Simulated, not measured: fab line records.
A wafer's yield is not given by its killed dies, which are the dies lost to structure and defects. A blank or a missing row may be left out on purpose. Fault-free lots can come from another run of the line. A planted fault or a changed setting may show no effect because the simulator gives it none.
fab line records | flow n5_finfet
[record] lots = 24 wafers = 72 last_day = 17
route steps=1938 shown BEOL_M8@1395 BEOL_M9@1404
lots that met no fault: taken from a fault-free run of the same line
start_h: start of the lot's first displayed wafer, in hours after the record's first day | wait_h: hours from the lot's prior step to this one | " as in the row above | L1.1+2: several wafers, shown together as one row | - either no value or no given start | * or withheld: withheld | < > ~ a bound
route shown NAME@n: names a module that has steps shown in the file, with the first one's number in the route | usual: the fault-free wafers' mean and standard deviation | same: alike in all rows | chamber/n: place in a boat | sites: readings site by site | _std_site: the values' standard deviation | _edge_site: the outer-site mean with the inner-site mean subtracted | radius_mm: for every site, how far away it sits from the centre of the wafer | mask NAME#n: copy n | behind: the most recent tool/chamber to have shaped the wafer | hold: why the lot was held/for how many hours/how that ended | device: the transistor (n, p or np) that didn't switch | end of line: the same wafers' tests at the end of the route | where a step has no rows: the recipe by itself | killed: at the first sort, the dies lost to defects and structure; wafer yield is something else | map: per-die view of a wafer (x killed, . not killed, _ where there is no die)
set.NAME: the run value of the setting; set.NAME@STEP: its run value at that earlier step | model.NAME: the simulator's own value behind a step, which no gauge read
the route's steps for a sample of lots (tables are steps, rows are wafers)
services: from which hour (start_h, from the record's first day; less than 0 if before it) a tool's chamber was out of use, for how many hours, and why
[[steps]]
[step N5_BEOL_M8_CMP_52]
[recipe] stop_on = SiCOH_lowk t_overpolish_s = 6.9 down_force_psi = 1 platen_rpm = 50 clearing_platen_down_force_psi = 1.5 clearing_platen_rpm = 50 post_cmp_clean = cu_alkaline target_thk_nm = 80 clearing_platen_pad_velocity_m_s = 0.99484 pad_velocity_m_s = 0.99484
[usual] barrier_field_endpoint_s = 29.1/0.82 clearing_platen_down_force_psi = 1.4999/0.0029 head_pressure_psi = 1.0000/0.0023 motor_current_A = 6.3/0.55 overpolish_run_s = 6.900/0.009 slurry_filter_dp_kPa = 13.51/0.13 time_to_endpoint_s = 63/3.4
// columns lot.wafer tool chamber start_h wait_h barrier_field_endpoint_s clearing_platen_down_force_psi head_pressure_psi motor_current_A overpolish_run_s slurry_filter_dp_kPa time_to_endpoint_s
L074.2 cmp-03 3 210.73 0.3 29.4 1.5006 0.9971 7.1 6.888 13.28 64
L074.3 " 1 " " 29.8 1.4966 1.0008 7.0 6.883 13.34 68
L074.5 " 2 " " 29.0 1.5015 0.9971 6.6 6.919 13.52 62
L076.1 cmp-02 1 216.89 0.3 30.3 1.5072 1.0019 6.1 6.896 13.61 69
L076.2 " 3 " " 29.4 1.4965 0.9989 5.6 6.914 13.57 65
L076.5 " 0 " " 30.8 1.5069 1.0018 5.7 6.912 13.40 68
L075.4 cmp-01 0 221.87 0.1 30.2 1.4996 0.9990 5.4 6.904 13.50 65
L075.2 " 1 " " 29.6 1.4983 0.9967 5.7 6.914 13.68 69
L075.3 " 2 " " 29.5 1.5004 1.0001 6.3 6.884 13.49 63
L077.3 cmp-02 1 227.60 0.2 29.6 1.5002 1.0006 5.9 6.894 13.60 63
L077.1 " 2 " " 30.1 1.5014 1.0002 6.3 6.909 13.45 62
L077.2 " 0 " " 29.7 1.5057 0.9994 5.7 6.885 13.43 65
L078.3 cmp-03 3 230.63 0.2 28.6 1.4993 1.0044 6.5 6.903 13.41 61
L078.2 " 0 " " 28.3 1.5007 0.9968 6.3 6.904 13.30 57
L078.6 " 2 " " 28.2 1.4995 0.9995 6.8 6.912 13.72 57
L079.1 cmp-03 3 239.50 0.3 29.8 1.4961 1.0009 6.9 6.891 13.36 63
L079.4 " 2 " " 28.7 1.4978 0.9972 6.7 6.901 13.50 57
L079.5 " 0 " " 28.1 1.4981 1.0029 5.9 6.913 13.53 58
L080.3 cmp-01 1 243.77 0.2 29.7 1.5009 0.9979 5.9 6.907 13.41 65
L080.2 " 3 " " 29.2 1.4975 1.0009 5.9 6.879 13.47 66
L080.6 " 2 " " 28.8 1.4993 1.0026 6.1 6.913 13.52 60
L081.3 cmp-03 1 255.54 0.2 29.4 1.4972 0.9976 6.8 6.897 13.35 68
L081.1 " 3 " " 29.5 1.4985 1.0003 7.2 6.893 13.67 63
L081.6 " 1 " " 30.3 1.4961 1.0000 6.9 6.902 13.56 68
L083.1 cmp-01 1 260.99 0.3 29.2 1.5008 0.9995 5.8 6.903 13.41 66
L083.2 " 3 " " 30.0 1.4958 0.9988 5.9 6.904 13.40 66
L083.6 " 1 " " 30.2 1.4946 0.9987 5.7 6.910 13.52 64
L082.3 cmp-03 2 266.47 0.2 27.6 1.4976 0.9997 6.9 6.903 13.33 58
L082.2 " 0 " " 28.7 1.4981 0.9941 5.9 6.906 13.57 60
L082.5 " 2 " " 28.2 1.5000 1.0006 7.1 6.895 13.75 60
L084.2 cmp-02 1 271.46 0.3 28.7 1.5022 1.0011 6.2 6.899 13.18 62
L084.3 " 2 " " 29.8 1.5021 1.0022 6.2 6.912 13.55 66
L084.6 " 0 " " 30.1 1.5005 1.0003 6.1 6.911 13.41 68
L088.1 cmp-03 3 288.65 0.3 29.9 1.5032 1.0019 6.8 6.883 13.65 65
L088.4 " 0 " " 29.2 1.4991 1.0013 6.3 6.900 13.23 61
L088.5 " 3 " " 29.5 1.5046 1.0012 7.1 6.892 13.56 63
L085.3 cmp-01 2 289.02 0.2 28.8 1.5016 1.0007 6.3 6.894 13.48 60
L085.2 " 3 " " 30.6 1.5021 0.9964 5.6 6.897 13.52 67
L085.1 " 0 " " 28.8 1.5017 0.9988 5.1 6.901 13.58 61
L086.3 cmp-02 3 291.30 0.3 28.9 1.4967 1.0015 5.2 6.892 13.49 62
L086.5 " 0 " " 29.0 1.4968 0.9974 6.0 6.891 13.70 65
L086.6 " 1 " " 30.5 1.4999 1.0043 6.5 6.885 13.48 65
L087.3 cmp-03 3 295.62 0.2 29.5 1.4981 0.9994 7.0 6.897 13.62 64
L087.4 " 1 " " 30.7 1.4997 0.9979 6.9 6.887 13.34 70
L087.5 " 2 " " 29.4 1.4988 1.0015 6.9 6.898 13.77 61
L091.3 cmp-02 1 296.42 0.2 29.4 1.5017 1.0036 6.2 6.897 13.36 63
L091.2 " 2 " " 29.6 1.5000 0.9978 6.2 6.903 13.49 67
L091.6 " 0 " " 29.8 1.5054 0.9984 6.0 6.914 13.86 64
L090.4 cmp-02 3 298.99 0.1 28.6 1.4974 1.0007 5.6 6.901 13.40 63
L090.3 " 1 " " 28.5 1.4992 0.9983 5.9 6.896 13.55 64
L090.5 " 3 " " 28.7 1.5018 1.0022 5.3 6.909 13.56 63
L089.2 cmp-03 1 302.39 0.2 29.7 1.5042 0.9980 7.1 6.913 13.55 68
L089.1 " 3 " " 28.9 1.4999 0.9986 7.1 6.890 13.79 64
L089.6 " 2 " " 28.9 1.4967 0.9970 7.0 6.899 13.52 57
L092.1 cmp-02 1 324.90 0.3 27.8 1.4984 0.9974 6.2 6.906 13.40 60
L092.2 " 0 " " 29.2 1.5001 0.9993 6.0 6.894 13.44 63
L092.5 " 2 " " 29.3 1.4993 1.0002 6.4 6.906 13.30 63
L094.2 cmp-01 1 324.99 0.2 29.9 1.4988 0.9984 5.8 6.908 13.39 72
L094.1 " 2 " " 28.0 1.5020 1.0005 6.0 6.894 13.54 59
L094.4 " 3 " " 29.6 1.4987 0.9966 5.9 6.910 13.55 67
L093.2 cmp-03 1 330.99 0.3 29.9 1.5020 0.9985 7.3 6.885 13.25 66
L093.1 " 2 " " 28.5 1.5002 0.9996 6.6 6.894 13.71 59
L093.5 " 0 " " 28.1 1.4960 1.0021 6.1 6.907 13.56 58
L095.3 cmp-03 2 333.56 0.2 27.3 1.5052 1.0038 6.8 6.904 13.45 56
L095.1 " 0 " " 27.4 1.4984 1.0002 5.8 6.903 13.39 58
L095.6 " 2 " " 27.4 1.5010 0.9999 6.9 6.894 13.35 58
L096.2 cmp-02 2 346.86 0.3 29.2 1.4947 1.0009 6.2 6.895 13.30 65
L096.5 " 0 " " 29.1 1.5002 0.9996 5.8 6.898 13.28 65
L096.6 " 1 " " 28.8 1.4946 0.9985 6.2 6.892 13.49 63
L097.4 cmp-03 0 348.52 0.2 27.7 1.5051 0.9995 6.0 6.906 13.79 61
L097.1 " 2 " " 27.1 1.4948 0.9957 6.6 6.898 13.45 57
L097.6 " 0 " " 28.4 1.5065 1.0011 6.2 6.909 13.43 62
[step N5_BEOL_M8_THK_MEAS_53]
[recipe] thk_meas_gauge = xrf reads = Cu_of_BEOL_M8_ECD_50
[usual] M8_THK = 79.4/1.8
// columns lot.wafer tool chamber start_h wait_h M8_THK[nm]
L074.2 film_metro-02 - 210.98 - 79.4
L074.3 " - " " 79.8
L074.5 " - " " 79.4
L076.1 film_metro-01 - 217.14 - 78.5
L076.2 " - " " 75.3
L076.5 " - " " 78.4
L075.2 film_metro-02 - 222.16 - 81.1
L075.3 " - " " 78.8
L075.4 " - " " 79.8
L077.1 film_metro-02 - 227.90 - 82.4
L077.2 " - " " 84.3
L077.3 " - " " 79.9
L078.2 film_metro-01 - 230.85 - 78.7
L078.3 " - " " 79.9
L078.6 " - " " 81.0
L079.1 film_metro-02 - 239.79 - 80.7
L079.4 " - " " 80.5
L079.5 " - " " 80.8
L080.2 film_metro-02 - 244.06 - 81.0
L080.3 " - " " 82.4
L080.6 " - " " 78.7
L081.1 film_metro-01 - 255.80 - 81.7
L081.3 " - " " 83.4
L081.6 " - " " 80.6
L083.1 film_metro-02 - 261.28 - 78.8
L083.2 " - " " 81.8
L083.6 " - " " 78.8
L082.2 film_metro-01 - 266.77 - 77.6
L082.3 " - " " 76.7
L082.5 " - " " 77.9
L084.2 film_metro-02 - 271.71 - 78.6
L084.3 " - " " 76.9
L084.6 " - " " 76.2
L088.1 film_metro-02 - 288.94 - 80.2
L088.4 " - " " 79.2
L088.5 " - " " 77.0
L085.1 film_metro-01 - 289.27 - 77.4
L085.2 " - " " 79.6
L085.3 " - " " 74.6
L086.3 film_metro-01 - 291.48 - 78.1
L086.5 " - " " 80.1
L086.6 " - " " 78.4
L087.3 film_metro-01 - 295.88 - 81.2
L087.4 " - " " 79.0
L087.5 " - " " 81.0
L091.2 film_metro-02 - 296.63 - 78.3
L091.3 " - " " 79.5
L091.6 " - " " 80.7
L090.3 film_metro-02 - 299.29 - 77.7
L090.4 " - " " 77.5
L090.5 " - " " 76.8
L089.1 film_metro-02 - 302.68 - 80.6
L089.2 " - " " 83.3
L089.6 " - " " 77.2
L092.1 film_metro-01 - 325.19 - 77.8
L092.2 " - " " 80.6
L092.5 " - " " 79.6
L094.1 film_metro-02 - 325.29 - 79.9
L094.2 " - " " 82.6
L094.4 " - " " 81.0
L093.1 film_metro-02 - 331.20 - 77.9
L093.2 " - " " 82.7
L093.5 " - " " 79.3
L095.1 film_metro-01 - 333.85 - 79.3
L095.3 " - " " 77.6
L095.6 " - " " 75.4
L096.2 film_metro-02 - 347.08 - 79.3
L096.5 " - " " 79.2
L096.6 " - " " 78.2
L097.1 film_metro-01 - 348.77 - 80.2
L097.4 " - " " 82.7
L097.6 " - " " 78.9
[step N5_BEOL_M9_PECVD_70]
[recipe] material = SiO2 target_thk_a = 200 temp_c = 400 precursor = TEOS/O2 pressure_torr = 5.5 rf_w = 450 teos_flow_sccm = 53.8 gas = O2 flow_sccm = 3000 time_s = 22.7
[usual] heater_power_w = 648/89 showerhead_plenum_p_Torr = 8.79/0.073 throttle_valve_pct = 22.6/0.99
// columns lot.wafer tool chamber start_h wait_h heater_power_w showerhead_plenum_p_Torr throttle_valve_pct
L074.2 pecvd-04 1 211.83 0.0 631 8.89 22.0
L074.3 " 2 " " 600 8.72 23.4
L074.5 " 0 " " 661 8.71 22.7
L076.1 pecvd-04 1 218.00 0.0 620 8.88 22.2
L076.2 " 2 " " 596 8.72 23.2
L076.5 " 0 " " 640 8.70 22.8
L075.2 pecvd-04 1 223.04 0.0 586 8.89 22.2
L075.3 " 2 " " 525 8.73 23.3
L075.4 " 2 " " 554 8.71 23.0
L077.1 pecvd-04 2 228.75 0.0 541 8.70 23.2
L077.2 " 0 " " 592 8.71 22.7
L077.3 " 1 " " 646 8.89 22.1
L078.2 pecvd-03 0 231.67 0.0 540 8.81 24.1
L078.3 " 2 " " 671 8.77 21.2
L078.6 " 0 " " 518 8.79 24.0
L079.1 pecvd-04 0 241.12 0.0 650 8.70 22.8
L079.4 " 2 " " 623 8.68 23.3
L079.5 " 0 " " 675 8.70 22.8
L080.2 pecvd-02 2 244.89 0.0 865 8.87 20.6
L080.3 " 1 " " 644 8.74 23.6
L080.6 " 1 " " 675 8.75 24.0
L081.1 pecvd-04 1 257.30 0.0 657 8.87 22.1
L081.3 " 1 " " 654 8.88 22.1
L081.6 " 0 " " 669 8.69 23.0
L083.1 pecvd-04 2 262.18 0.0 679 8.72 23.2
L083.2 " 1 " " 538 8.85 21.8
L083.6 " 1 " " 538 8.87 22.2
L082.2 pecvd-03 2 267.80 0.0 649 8.80 21.5
L082.3 " 1 " " 594 8.80 22.8
L082.5 " 1 " " 596 8.80 22.9
L084.2 pecvd-03 0 272.65 0.0 544 8.82 24.0
L084.3 " 1 " " 510 8.81 23.2
L084.6 " 0 " " 546 8.81 24.3
L088.1 pecvd-04 0 289.89 0.0 634 8.70 23.1
L088.4 " 0 " " 626 8.70 23.1
L088.5 " 2 " " 652 8.72 23.6
L085.1 pecvd-02 1 290.37 0.0 621 8.74 24.0
L085.2 " 0 " " 709 8.88 21.6
L085.3 " 2 " " 768 8.87 20.9
L086.3 pecvd-02 1 292.48 0.0 651 8.73 23.8
L086.5 " 0 " " 669 8.88 21.4
L086.6 " 2 " " 861 8.86 20.8
L091.2 pecvd-04 1 297.61 0.0 578 8.90 22.1
L091.3 " 1 " " 580 8.88 22.3
L091.6 " 1 " " 568 8.86 22.0
L087.3 pecvd-03 1 298.55 0.0 581 8.82 23.4
L087.4 " 1 " " 584 8.79 23.3
L087.5 " 2 " " 649 8.77 21.5
L090.3 pecvd-04 1 301.13 0.0 537 8.89 22.2
L090.4 " 0 " " 632 8.71 22.6
L090.5 " 1 " " 531 8.89 22.0
L089.1 pecvd-03 0 304.00 0.0 527 8.81 24.3
L089.2 " 2 " " 642 8.78 21.6
L089.6 " 2 " " 636 8.78 21.4
L092.1 pecvd-02 1 326.01 0.0 710 8.73 23.8
L092.2 " 2 " " 818 8.87 21.1
L092.5 " 0 " " 745 8.88 21.7
L094.1 pecvd-03 2 326.11 0.0 584 8.77 21.6
L094.2 " 1 " " 547 8.82 23.3
L094.4 " 1 " " 558 8.80 23.4
L093.1 pecvd-02 2 332.06 0.0 898 8.85 21.0
L093.2 " 0 " " 728 8.87 21.5
L093.5 " 1 " " 760 8.74 23.6
L095.1 pecvd-02 1 334.67 0.0 721 8.74 23.8
L095.3 " 2 " " 757 8.86 21.0
L095.6 " 2 " " 746 8.84 21.4
L096.2 pecvd-04 0 347.92 0.0 679 8.69 22.7
L096.5 " 2 " " 661 8.70 23.4
L096.6 " 1 " " 648 8.86 22.0
L097.1 pecvd-02 1 349.59 0.0 715 8.75 23.8
L097.4 " 0 " " 710 8.87 21.3
L097.6 " 2 " " 888 8.87 21.1
[step N5_BEOL_M9_INSPECT_30]
[recipe] mode = adi inspect_instrument = brightfield
[usual] raw_defect_count = 371/75
// columns lot.wafer tool chamber start_h wait_h raw_defect_count
L074.2 defect_inspect-02 - 215.22 0.0 369
L074.3 " - " " 411
L074.5 " - " " 618
L076.1 defect_inspect-02 - 220.40 0.1 414
L076.2 " - " " 268
L076.5 " - " " 341
L075.2 defect_inspect-02 - 226.28 0.0 401
L075.3 " - " " 406
L075.4 " - " " 456
L077.1 defect_inspect-02 - 232.35 0.1 302
L077.2 " - " " 304
L077.3 " - " " 310
L078.2 defect_inspect-02 - 235.76 0.0 324
L078.3 " - " " 412
L078.6 " - " " 529
L079.1 defect_inspect-02 - 244.99 0.1 296
L079.4 " - " " 325
L079.5 " - " " 507
L080.2 defect_inspect-02 - 247.53 0.0 353
L080.3 " - " " 397
L080.6 " - " " 372
L081.1 defect_inspect-01 - 263.18 0.1 380
L081.3 " - " " 379
L081.6 " - " " 371
L083.1 defect_inspect-01 - 267.43 0.1 198
L083.2 " - " " 381
L083.6 " - " " 251
L082.2 defect_inspect-01 - 270.10 0.1 407
L082.3 " - " " 549
L082.5 " - " " 319
L084.2 defect_inspect-01 - 276.72 0.0 340
L084.3 " - " " 389
L084.6 " - " " 494
L085.1 defect_inspect-01 - 295.20 0.1 531
L085.2 " - " " 502
L085.3 " - " " 451
L086.3 defect_inspect-01 - 295.42 0.0 314
L086.5 " - " " 388
L086.6 " - " " 302
L088.1 defect_inspect-01 - 295.57 0.1 331
L088.4 " - " " 338
L088.5 " - " " 355
L091.2 defect_inspect-01 - 301.44 0.0 295
L091.3 " - " " 410
L091.6 " - " " 319
L087.3 defect_inspect-02 - 301.48 0.0 315
L087.4 " - " " 413
L087.5 " - " " 432
L090.3 defect_inspect-02 - 305.24 0.0 295
L090.4 " - " " 227
L090.5 " - " " 388
L089.1 defect_inspect-01 - 308.32 0.1 309
L089.2 " - " " 383
L089.6 " - " " 387
L092.1 defect_inspect-02 - 331.85 0.1 329
L092.2 " - " " 546
L092.5 " - " " 358
L094.1 defect_inspect-01 - 332.04 0.1 322
L094.2 " - " " 309
L094.4 " - " " 363
L093.1 defect_inspect-01 - 335.28 0.1 284
L093.2 " - " " 440
L093.5 " - " " 315
L095.1 defect_inspect-02 - 337.53 0.1 373
L095.3 " - " " 463
L095.6 " - " " 412
L096.2 defect_inspect-02 - 352.98 0.0 340
L096.5 " - " " 365
L096.6 " - " " 323
L097.1 defect_inspect-01 - 353.14 0.1 346
L097.4 " - " " 383
L097.6 " - " " 455
[step N5_BEOL_M9_THK_MEAS_53]
[recipe] thk_meas_gauge = xrf reads = Cu_of_BEOL_M9_ECD_50
[usual] M9_THK = 139/3.5
// columns lot.wafer tool chamber start_h wait_h M9_THK[nm]
L074.2 film_metro-01 - 218.34 - 144
L074.3 " - " " 142
L074.5 " - " " 144
L076.1 film_metro-02 - 224.26 - 140
L076.2 " - " " 142
L076.5 " - " " 135
L075.2 film_metro-01 - 229.21 - 136
L075.3 " - " " 137
L075.4 " - " " 136
L077.1 film_metro-01 - 237.24 - 138
L077.2 " - " " 134
L077.3 " - " " 139
L078.2 film_metro-01 - 238.56 - 145
L078.3 " - " " 143
L078.6 " - " " 146
L079.1 film_metro-01 - 247.63 - 143
L079.4 " - " " 145
L079.5 " - " " 141
L080.2 film_metro-02 - 251.73 - 145
L080.3 " - " " 145
L080.6 " - " " 144
L081.1 film_metro-01 - 266.99 - 134
L081.3 " - " " 135
L081.6 " - " " 136
L083.1 film_metro-02 - 271.34 - 140
L083.2 " - " " 139
L083.6 " - " " 139
L082.2 film_metro-02 - 272.79 - 139
L082.3 " - " " 140
L082.5 " - " " 137
L084.2 film_metro-01 - 279.51 - 136
L084.3 " - " " 137
L084.6 " - " " 137
L085.1 film_metro-01 - 298.58 - 137
L085.2 " - " " 135
L085.3 " - " " 140
L086.3 film_metro-02 - 299.02 - 139
L086.5 " - " " 139
L086.6 " - " " 141
L088.1 film_metro-02 - 299.45 - 139
L088.4 " - " " 139
L088.5 " - " " 136
L091.2 film_metro-01 - 304.45 - 143
L091.3 " - " " 142
L091.6 " - " " 143
L087.3 film_metro-02 - 305.40 - 139
L087.4 " - " " 139
L087.5 " - " " 140
L090.3 film_metro-01 - 311.14 - 137
L090.4 " - " " 137
L090.5 " - " " 141
L089.1 film_metro-01 - 313.08 - 134
L089.2 " - " " 134
L089.6 " - " " 138
L092.1 film_metro-01 - 334.52 - 140
L092.2 " - " " 136
L092.5 " - " " 139
L094.1 film_metro-01 - 334.93 - 140
L094.2 " - " " 136
L094.4 " - " " 138
L093.1 film_metro-02 - 338.48 - 140
L093.2 " - " " 143
L093.5 " - " " 137
L095.1 film_metro-02 - 340.99 - 136
L095.3 " - " " 141
L095.6 " - " " 143
L096.2 film_metro-01 - 355.72 - 137
L096.5 " - " " 130
L096.6 " - " " 139
L097.1 film_metro-01 - 356.73 - 132
L097.4 " - " " 137
L097.6 " - " " 139
[step N5_BEOL_M9_INSPECT_58]
[recipe] inspect_instrument = darkfield mode = post_dep
[usual] raw_defect_count = 77/27
// columns lot.wafer tool chamber start_h wait_h raw_defect_count
L074.2 defect_inspect-02 - 218.54 0.0 54
L074.3 " - " " 103
L074.5 " - " " 64
L076.1 defect_inspect-02 - 224.42 0.0 50
L076.2 " - " " 90
L076.5 " - " " 99
L075.2 defect_inspect-02 - 229.40 0.0 62
L075.3 " - " " 45
L075.4 " - " " 53
L077.1 defect_inspect-02 - 237.44 0.0 75
L077.2 " - " " 49
L077.3 " - " " 61
L078.2 defect_inspect-02 - 238.72 0.0 56
L078.3 " - " " 64
L078.6 " - " " 40
L079.1 defect_inspect-02 - 247.80 0.0 110
L079.4 " - " " 78
L079.5 " - " " 87
L080.2 defect_inspect-02 - 251.92 0.0 93
L080.3 " - " " 141
L080.6 " - " " 117
L081.1 defect_inspect-01 - 267.15 0.0 84
L081.3 " - " " 66
L081.6 " - " " 69
L083.1 defect_inspect-01 - 271.50 0.0 84
L083.2 " - " " 51
L083.6 " - " " 83
L082.2 defect_inspect-01 - 272.95 0.0 103
L082.3 " - " " 58
L082.5 " - " " 61
L084.2 defect_inspect-01 - 279.67 0.0 74
L084.3 " - " " 139
L084.6 " - " " 118
L085.1 defect_inspect-01 - 298.77 0.0 86
L085.2 " - " " 57
L085.3 " - " " 79
L086.3 defect_inspect-01 - 299.18 0.0 57
L086.5 " - " " 67
L086.6 " - " " 55
L088.1 defect_inspect-01 - 299.65 0.0 42
L088.4 " - " " 62
L088.5 " - " " 53
L091.2 defect_inspect-02 - 304.61 0.0 46
L091.3 " - " " 55
L091.6 " - " " 99
L087.3 defect_inspect-01 - 305.57 0.0 63
L087.4 " - " " 44
L087.5 " - " " 61
L090.3 defect_inspect-01 - 311.30 0.0 57
L090.4 " - " " 72
L090.5 " - " " 121
L089.1 defect_inspect-01 - 313.24 0.0 101
L089.2 " - " " 80
L089.6 " - " " 63
L092.1 defect_inspect-02 - 334.68 0.0 54
L092.2 " - " " 56
L092.5 " - " " 114
L094.1 defect_inspect-02 - 335.09 0.0 139
L094.2 " - " " 137
L094.4 " - " " 83
L093.1 defect_inspect-01 - 338.64 0.0 123
L093.2 " - " " 79
L093.5 " - " " 64
L095.1 defect_inspect-01 - 341.15 0.0 55
L095.3 " - " " 43
L095.6 " - " " 52
L096.2 defect_inspect-02 - 355.88 0.0 52
L096.5 " - " " 93
L096.6 " - " " 112
L097.1 defect_inspect-01 - 356.89 0.0 39
L097.4 " - " " 52
L097.6 " - " " 47
[[services]]
// columns tool chamber start_h hours kind
pecvd-04 - 189.42 0.3 repair
pecvd-02 2 202.38 - clean
pecvd-02 2 202.38 - consumable_replace:showerhead
pecvd-02 2 202.38 29.0 scheduled_down
cmp-03 - 207.09 2.5 repair
pecvd-03 2 210.24 18.6 repair
cmp-03 - 217.92 4.0 pm
cmp-03 - 221.92 - consumable_replace:conditioner
cmp-03 - 221.92 - consumable_replace:pad
pecvd-04 0 233.51 2.1 scheduled_down
pecvd-04 1 236.22 5.5 scheduled_down
pecvd-04 2 241.68 16.5 scheduled_down
cmp-02 - 244.99 0.4 repair
cmp-03 - 245.88 0.4 repair
cmp-01 - 265.48 1.2 repair
pecvd-04 1 277.93 6.6 repair
pecvd-03 - 288.28 0.2 repair
pecvd-04 2 290.08 10.2 scheduled_down
cmp-02 - 300.87 5.9 repair
pecvd-03 - 308.06 5.5 pm
pecvd-02 - 314.19 0.9 repair
pecvd-03 0 320.82 12.4 repair
cmp-01 - 327.64 3.1 repair
pecvd-04 - 348.77 4.3 pm
[[key]]
fault none
